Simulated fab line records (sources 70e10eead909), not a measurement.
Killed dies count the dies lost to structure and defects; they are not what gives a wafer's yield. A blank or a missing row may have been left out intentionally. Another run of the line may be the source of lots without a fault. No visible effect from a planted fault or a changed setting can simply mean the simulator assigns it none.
Which tool did it? :: flow nand-harc :: Sampling: 6 lots, 18 wafers, 2 of 1302 route steps

== WHAT EACH GAUGE READ, for each wafer ==
NHARC_A_CHANNEL_FILL_D1_INSPECT_13.
lot: L451
measured: day 11 14:58
on: defect-inspect-01
raw-defect-count: 273 337 290

lot: L453
measured: day 12 10:10
on: defect-inspect-01
raw-defect-count: 361 523 281

lot: L458
measured: day 13 18:38
on: defect-inspect-01
raw-defect-count: 253 224 229

lot: L467
measured: day 18 06:41
on: defect-inspect-02
raw-defect-count: 272 323 308

lot: L468
measured: day 18 13:40
on: defect-inspect-01
raw-defect-count: 241 465 455

lot: L473
measured: day 20 11:38
on: defect-inspect-02
raw-defect-count: 253 244 169

== TOOL THAT RAN EACH LOT (tool first, then ch and the chambers of the sampled wafers, then the start) ==
lot: L451
NHARC_A_CHANNEL_FILL_D1_STRIP_28: rie-diel-07 ch 0,1,2, day 10 15:19

lot: L453
NHARC_A_CHANNEL_FILL_D1_STRIP_28: rie-diel-05 ch 0,3, day 11 10:50

lot: L458
NHARC_A_CHANNEL_FILL_D1_STRIP_28: rie-diel-09 ch 0,3, day 12 19:10

lot: L467
NHARC_A_CHANNEL_FILL_D1_STRIP_28: rie-diel-05 ch 1,2,3, day 17 07:02

lot: L468
NHARC_A_CHANNEL_FILL_D1_STRIP_28: rie-diel-05 ch 2,3, day 17 13:46

lot: L473
NHARC_A_CHANNEL_FILL_D1_STRIP_28: rie-diel-07 ch 2,3, day 19 11:37
- NHARC_A_CHANNEL_FILL_D1_STRIP_28: strips in O2, time 20 s.

== THE ANSWER, worked out from the rows above alone ==
Rule: what is usual is taken from the lots themselves. Put in order of their means at a reading, lots are off if they are a third of the lots or fewer, leave a main group of 4 or more, and stand apart from it by a gap of 3 or more times the standard deviation of the main group's means; of several such gaps the widest counts. The tables above print the reading to a certain number of digits; a main group whose means all agree to those digits is not used. Also off: a lot with no number at a reading for which 4 or more lots have one. Any other lot the step has rows for is counted as sound.
No lot is off on any of the readings shown, so nothing can be concluded from this.

== WHAT THE SIMULATOR HAD PUT IN ==
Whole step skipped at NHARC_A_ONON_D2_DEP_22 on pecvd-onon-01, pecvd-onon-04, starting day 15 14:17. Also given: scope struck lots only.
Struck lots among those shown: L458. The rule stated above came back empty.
